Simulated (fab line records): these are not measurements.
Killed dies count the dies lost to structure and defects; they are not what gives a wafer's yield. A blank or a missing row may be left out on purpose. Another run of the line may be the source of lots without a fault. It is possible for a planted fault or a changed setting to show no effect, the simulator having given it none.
Check for tools in common -- flow nandHarc -- 2 lots and 6 wafers in the sample

WHY THIS WAS OPENED
Flagged at NHARC_END_SORT_01: reading killedAtPeriphery, on 2 of 2 lots. Wafers without a fault read 3.0, standard deviation 2.3.
Rule: a lot gets a flag if all its wafers with a number sit over 4 standard deviations from that mean, or if no wafer of it has a number. The other lots count as sound.

lot,measured,on,"killedAtPeriphery, wafer by wafer",flag
L514,day 25 15:51,prober-02,652 658 667,FLAGGED
L523,day 27 12:46,prober-01,643 643 640,FLAGGED
Averaged over the flagged lots the numbers come to 650.5, +647.5 from the usual (+99 or more standard deviations).

WHICH TOOL EACH LOT WENT THROUGH
3 process steps preceding the reading are held in the record, out of 1159 steps in the route. Read each cell as the tool, then ch plus the chambers that the sampled wafers visited, then the start.
lot,flag,NHARC_P_M1_ETCH_35,NHARC_P_M1_CMP_23,NHARC_P_M2_DEP_00
L514,FLAGGED,"rieDiel-02 ch 0,2,3, day 9 07:43","cmp-02 ch 1,2,3, day 9 09:49","pecvd-01 ch 0,1,2, day 9 11:10"
L523,FLAGGED,"rieDiel-02 ch 0,1,3, day 10 06:22","cmp-03 ch 1,2,3, day 10 08:44","pecvd-01 ch 0,1,2, day 10 09:49"
What is done by these steps:
- NHARC_P_M1_ETCH_35: etches the open film in N2/H2, target depth 40 nm, overetch 12 nm, time 43.94 s.
- NHARC_P_M1_CMP_23: polishes, t overpolish 20 s, target thk 157.82 nm.
- NHARC_P_M2_DEP_00: deposits SiOC, target thk 182.5 nm.
- NHARC_END_SORT_01

FLAGGED OVER TOTAL, TOOL BY TOOL (the gauges that took the reading come last)
step,tool,lots run,flagged,share of the flagged lots,sound lots run after its first flagged lot
NHARC_P_M1_ETCH_35,rieDiel-02,2,2,all,0
NHARC_P_M1_CMP_23,cmp-02,1,1,some,0
NHARC_P_M1_CMP_23,cmp-03,1,1,some,0
NHARC_P_M2_DEP_00,pecvd-01,2,2,all,0
NHARC_END_SORT_01,prober-01,1,1,some,0
NHARC_END_SORT_01,prober-02,1,1,some,0

THE TABLE: WHAT IT ALLOWS
rieDiel-02 at NHARC_P_M1_ETCH_35 and pecvd-01 at NHARC_P_M2_DEP_00 are the 2 rows of the table that ran each flagged lot.
- rieDiel-02 at NHARC_P_M1_ETCH_35: 2 of its 2 lots flagged. The start can't be narrowed down: in this sample, it ran no sound lot prior to its first flagged lot.
- pecvd-01 at NHARC_P_M2_DEP_00: 2 of its 2 lots flagged. The start can't be narrowed down: in this sample, it ran no sound lot prior to its first flagged lot.
Because each of these 2 tools fits a fault that began at some hour, counting lots does not separate them. More lots, or a look at what each step does to the wafer, might.

WHAT HAD BEEN PUT IN BY THE SIMULATOR
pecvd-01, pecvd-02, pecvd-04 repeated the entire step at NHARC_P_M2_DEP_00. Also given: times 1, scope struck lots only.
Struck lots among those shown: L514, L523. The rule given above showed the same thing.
